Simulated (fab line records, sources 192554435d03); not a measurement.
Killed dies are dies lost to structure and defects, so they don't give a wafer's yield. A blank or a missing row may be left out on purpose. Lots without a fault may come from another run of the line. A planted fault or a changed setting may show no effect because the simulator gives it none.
Split-lot experiment | flow n5_finfet | 7 lots, 21 wafers read, on a route of 1938 steps

THE SPLIT
At N5_BEOL_M13_EXPOSE_07 (exposes mask V12), the setting dose_mj was moved away from the recipe's 24.8 on 12 of the 21 wafers read, by -7.5% to +6.7%. The other wafers ran this setting at the recipe's value.

FROM THE SPLIT TO THE READING: what the file shows between them, 11 steps
- N5_BEOL_M13_PEB_08: peb time 90 s
- N5_BEOL_M13_DEVELOP_09: develop time 45 s
- N5_BEOL_M13_HARDBAKE_14: time 120 s
- N5_BEOL_M13_CD_MEAS_10: target cd 190 nm
- N5_BEOL_M13_DESCUM_15: chemistry O2, time 7.9 s
- N5_BEOL_M13_ETCH_59: etches BARC in N2/H2, target depth 89 nm, overetch 26.7 nm, time 67.9 s
- N5_BEOL_M13_VIA_ETCH_16: etches SiOC in C4F8/O2/Ar, target depth 921.7 nm
- N5_BEOL_M13_STRIP_63: strips in N2/H2
- N5_BEOL_M13_STRIP_64: strips in N2/H2
- N5_BEOL_M13_STRIP_71: strips in post etch residue remover, time 60 s
- N5_BEOL_M13_SRD_72: time 30 s, dry time 30 s

THE READING
cd_nm, in nm, at N5_BEOL_M13_CD_MEAS_17 (target cd 190 nm). Fault-free wafers of this fab line usually give 189.0 nm, standard deviation 1.9 nm.

wafer  | tool, chamber at the split | dose_mj as run | against the recipe | cd_nm, nm | against lot-mates on the recipe
L075.2 | krf_scanner-02, 0          | 24.22          | -2.3%              | 183.1     | -3.1
L075.4 | krf_scanner-02, 0          | 24.8           | recipe             | 186.2     | -
L075.5 | krf_scanner-02, 0          | 24.22          | -2.3%              | 185.1     | -1.1
L077.1 | krf_scanner-01, 0          | 26.47          | +6.7%              | 196.5     | +8.8
L077.2 | krf_scanner-01, 0          | 26.47          | +6.7%              | 197.6     | +9.9
L077.3 | krf_scanner-01, 0          | 24.8           | recipe             | 187.7     | -
L083.2 | krf_scanner-01, 0          | 24.8           | recipe             | 190.7     | -
L083.4 | krf_scanner-01, 0          | 24.8           | recipe             | 189.2     | -
L083.5 | krf_scanner-01, 0          | 24.8           | recipe             | 189.4     | -
L080.1 | krf_scanner-02, 0          | 22.95          | -7.5%              | 180.2     | -8.2
L080.3 | krf_scanner-02, 0          | 24.8           | recipe             | 188.4     | -
L080.6 | krf_scanner-02, 0          | 22.95          | -7.5%              | 180.3     | -8.1
L085.3 | krf_scanner-01, 0          | 24.8           | recipe             | 189.2     | -
L085.5 | krf_scanner-01, 0          | 23.24          | -6.3%              | 183.2     | -6.0
L085.6 | krf_scanner-01, 0          | 23.24          | -6.3%              | 182.0     | -7.2
L090.2 | krf_scanner-02, 0          | 25.47          | +2.7%              | 193.9     | +3.6
L090.5 | krf_scanner-02, 0          | 25.47          | +2.7%              | 193.9     | +3.6
L090.6 | krf_scanner-02, 0          | 24.8           | recipe             | 190.3     | -
L091.2 | krf_scanner-01, 0          | 23.32          | -6.0%              | 181.9     | -6.9
L091.3 | krf_scanner-01, 0          | 23.32          | -6.0%              | 183.0     | -5.8
L091.4 | krf_scanner-01, 0          | 24.8           | recipe             | 188.8     | -

THE FIT
A straight line over all 21 wafers: cd_nm changes by +1.19 nm for each +1% of dose_mj; r = +0.97; the points scatter about the line by 1.4 nm.
The same after taking each lot's own level away (the mean of its wafers on the recipe; 21 wafers): +1.18 nm for each +1%; r = +0.99; scatter 0.71 nm.
On that fit, the largest move of dose_mj shifts the reading by 8.8 nm.
The lots' own levels span 186.20 to 190.30 nm, that is 2.2 times the standard deviation above.
So the lot-to-lot level changes the slope little: the two slopes agree.
Check: with one of the wafers moved furthest among these (-7.5%) left out of the fit, the line predicts -8.41 nm for it against its lot-mates. It came out at -8.2 nm against them.

THE WHOLE CHAIN: every reading that the file lists as answering this split, in the file's order
step                   | what it does     | reading | change (the file's fit)              | r (the file's)
N5_BEOL_M13_CD_MEAS_10 | target cd 190 nm | cd_nm   | +1.09 nm for each +1% of the setting | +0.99
N5_BEOL_M13_CD_MEAS_17 | target cd 190 nm | cd_nm   | +1.16 nm for each +1% of the setting | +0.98

THE FILE'S OWN FIT
cd_nm changes by +1.16 nm for each +1% of dose_mj, r = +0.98.
